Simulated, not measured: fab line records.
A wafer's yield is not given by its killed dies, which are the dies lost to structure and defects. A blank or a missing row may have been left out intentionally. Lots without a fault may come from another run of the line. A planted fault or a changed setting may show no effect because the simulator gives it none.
Split-lot trial || flow n5-finfet || 7 lots, 21 wafers read, on a route of 1938 steps

ABOUT THE SPLIT
At N5_BEOL_M13_EXPOSE_07 (exposes mask V12), the setting dose-mj was moved away from the recipe's 24.8 on 6 of the 21 wafers read, by -4.7% to +6.5%. All remaining wafers had this setting at the recipe value.

FROM THE SPLIT TO THE READING: what the file shows between them, 6 steps
- N5_BEOL_M13_PEB_08: peb time 90 s
- N5_BEOL_M13_DEVELOP_09: develop time 45 s
- N5_BEOL_M13_HARDBAKE_14: time 120 s
- N5_BEOL_M13_CD_MEAS_10: target cd 190 nm
- N5_BEOL_M13_STRIP_71: strips in post etch residue remover, time 60 s
- N5_BEOL_M13_SRD_72: time 30 s, dry time 30 s

THE READING
cd-nm (nm) at N5_BEOL_M13_CD_MEAS_17, where the cd target is 190 nm. On this fab line, fault-free wafers typically give 190.6 nm with a standard deviation of 1.3 nm.

{"wafer": "L076.1", "tool, chamber at the split": "krf-scanner-02, 0", "dose-mj as run": 24.8, "against the recipe": "recipe", "cd-nm, nm": 190.1, "against lot-mates on the recipe": "-"}
{"wafer": "L076.2", "tool, chamber at the split": "krf-scanner-02, 0", "dose-mj as run": 24.8, "against the recipe": "recipe", "cd-nm, nm": 191.6, "against lot-mates on the recipe": "-"}
{"wafer": "L076.6", "tool, chamber at the split": "krf-scanner-02, 0", "dose-mj as run": 24.8, "against the recipe": "recipe", "cd-nm, nm": 191.2, "against lot-mates on the recipe": "-"}
{"wafer": "L082.2", "tool, chamber at the split": "krf-scanner-02, 0", "dose-mj as run": 24.8, "against the recipe": "recipe", "cd-nm, nm": 191.9, "against lot-mates on the recipe": "-"}
{"wafer": "L082.3", "tool, chamber at the split": "krf-scanner-02, 0", "dose-mj as run": 24.8, "against the recipe": "recipe", "cd-nm, nm": 193.2, "against lot-mates on the recipe": "-"}
{"wafer": "L082.4", "tool, chamber at the split": "krf-scanner-02, 0", "dose-mj as run": 24.8, "against the recipe": "recipe", "cd-nm, nm": 193.2, "against lot-mates on the recipe": "-"}
{"wafer": "L089.2", "tool, chamber at the split": "krf-scanner-01, 0", "dose-mj as run": 24.21, "against the recipe": "-2.4%", "cd-nm, nm": 186.0, "against lot-mates on the recipe": -4.2}
{"wafer": "L089.3", "tool, chamber at the split": "krf-scanner-01, 0", "dose-mj as run": 24.8, "against the recipe": "recipe", "cd-nm, nm": 190.2, "against lot-mates on the recipe": "-"}
{"wafer": "L089.5", "tool, chamber at the split": "krf-scanner-01, 0", "dose-mj as run": 24.21, "against the recipe": "-2.4%", "cd-nm, nm": 187.5, "against lot-mates on the recipe": -2.7}
{"wafer": "L087.2", "tool, chamber at the split": "krf-scanner-02, 0", "dose-mj as run": 26.42, "against the recipe": "+6.5%", "cd-nm, nm": 196.7, "against lot-mates on the recipe": "+6.8"}
{"wafer": "L087.3", "tool, chamber at the split": "krf-scanner-02, 0", "dose-mj as run": 24.8, "against the recipe": "recipe", "cd-nm, nm": 190.0, "against lot-mates on the recipe": "-"}
{"wafer": "L087.6", "tool, chamber at the split": "krf-scanner-02, 0", "dose-mj as run": 24.8, "against the recipe": "recipe", "cd-nm, nm": 189.7, "against lot-mates on the recipe": "-"}
{"wafer": "L092.1", "tool, chamber at the split": "krf-scanner-02, 0", "dose-mj as run": 24.8, "against the recipe": "recipe", "cd-nm, nm": 191.3, "against lot-mates on the recipe": "-"}
{"wafer": "L092.3", "tool, chamber at the split": "krf-scanner-02, 0", "dose-mj as run": 26.06, "against the recipe": "+5.1%", "cd-nm, nm": 196.7, "against lot-mates on the recipe": "+5.2"}
{"wafer": "L092.6", "tool, chamber at the split": "krf-scanner-02, 0", "dose-mj as run": 24.8, "against the recipe": "recipe", "cd-nm, nm": 191.6, "against lot-mates on the recipe": "-"}
{"wafer": "L094.1", "tool, chamber at the split": "krf-scanner-02, 0", "dose-mj as run": 24.8, "against the recipe": "recipe", "cd-nm, nm": 190.9, "against lot-mates on the recipe": "-"}
{"wafer": "L094.3", "tool, chamber at the split": "krf-scanner-02, 0", "dose-mj as run": 23.63, "against the recipe": "-4.7%", "cd-nm, nm": 186.3, "against lot-mates on the recipe": -4.6}
{"wafer": "L094.4", "tool, chamber at the split": "krf-scanner-02, 0", "dose-mj as run": 23.63, "against the recipe": "-4.7%", "cd-nm, nm": 184.3, "against lot-mates on the recipe": -6.6}
{"wafer": "L097.1", "tool, chamber at the split": "krf-scanner-01, 0", "dose-mj as run": 24.8, "against the recipe": "recipe", "cd-nm, nm": 191.6, "against lot-mates on the recipe": "-"}
{"wafer": "L097.3", "tool, chamber at the split": "krf-scanner-01, 0", "dose-mj as run": 24.8, "against the recipe": "recipe", "cd-nm, nm": 191.1, "against lot-mates on the recipe": "-"}
{"wafer": "L097.5", "tool, chamber at the split": "krf-scanner-01, 0", "dose-mj as run": 24.8, "against the recipe": "recipe", "cd-nm, nm": 191.9, "against lot-mates on the recipe": "-"}

THE FIT
A straight line over all 21 wafers: cd-nm changes by +1.13 nm for each +1% of dose-mj; r = +0.92; the points scatter about the line by 1.2 nm.
The same after taking each lot's own level away (the mean of its wafers on the recipe; 21 wafers): +1.13 nm for each +1%; r = +0.98; scatter 0.62 nm.
According to that fit, moving dose-mj by its largest amount changes the reading by 7.4 nm.
Measured against the standard deviation above, the lots' own levels, which go from 189.85 to 192.77 nm, span 2.2 times it.
The two slopes are in agreement: the lot-to-lot level therefore moves the slope only a little.
Check: for one of the wafers moved furthest among these (+6.5%), held out of the fit, the line's prediction against its lot-mates is +7.48 nm. It came out at +6.85 nm against them.

THESE WAFERS: OTHER SPLITS
These wafers also went through other splits before the reading. Each is held against what the fit with the lots' levels taken away leaves over:
{"other split on the same wafers": "N5_BEOL_M9_EXPOSE_25 dose-mj", "wafers away from the commonest value": 6, "r with cd-nm (lot level and that fit taken away)": -0.06}
{"other split on the same wafers": "N5_BEOL_M10_COAT_63 spin-rpm", "wafers away from the commonest value": 7, "r with cd-nm (lot level and that fit taken away)": -0.18}
{"other split on the same wafers": "N5_BEOL_M10_COAT_22 spin-rpm", "wafers away from the commonest value": 6, "r with cd-nm (lot level and that fit taken away)": "+0.42"}
{"other split on the same wafers": "N5_BEOL_M11_CURE_72 time-s", "wafers away from the commonest value": 8, "r with cd-nm (lot level and that fit taken away)": -0.20}
{"other split on the same wafers": "N5_BEOL_M12_ETCH_68 time-s", "wafers away from the commonest value": 9, "r with cd-nm (lot level and that fit taken away)": "+0.09"}
{"other split on the same wafers": "N5_BEOL_M12_SPUTTER_43 power-w", "wafers away from the commonest value": 6, "r with cd-nm (lot level and that fit taken away)": -0.28}

THE WHOLE CHAIN: every reading that the file lists as answering this split, in the file's order
{"step": "N5_BEOL_M13_CD_MEAS_10", "what it does": "target cd 190 nm", "reading": "cd-nm", "change (the file's fit)": "+1.03 nm for each +1% of the setting", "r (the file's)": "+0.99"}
{"step": "N5_BEOL_M13_CD_MEAS_17", "what it does": "target cd 190 nm", "reading": "cd-nm", "change (the file's fit)": "+1.1 nm for each +1% of the setting", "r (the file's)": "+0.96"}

FILE'S OWN FIT
cd-nm changes by +1.1 nm for each +1% of dose-mj, r = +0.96.
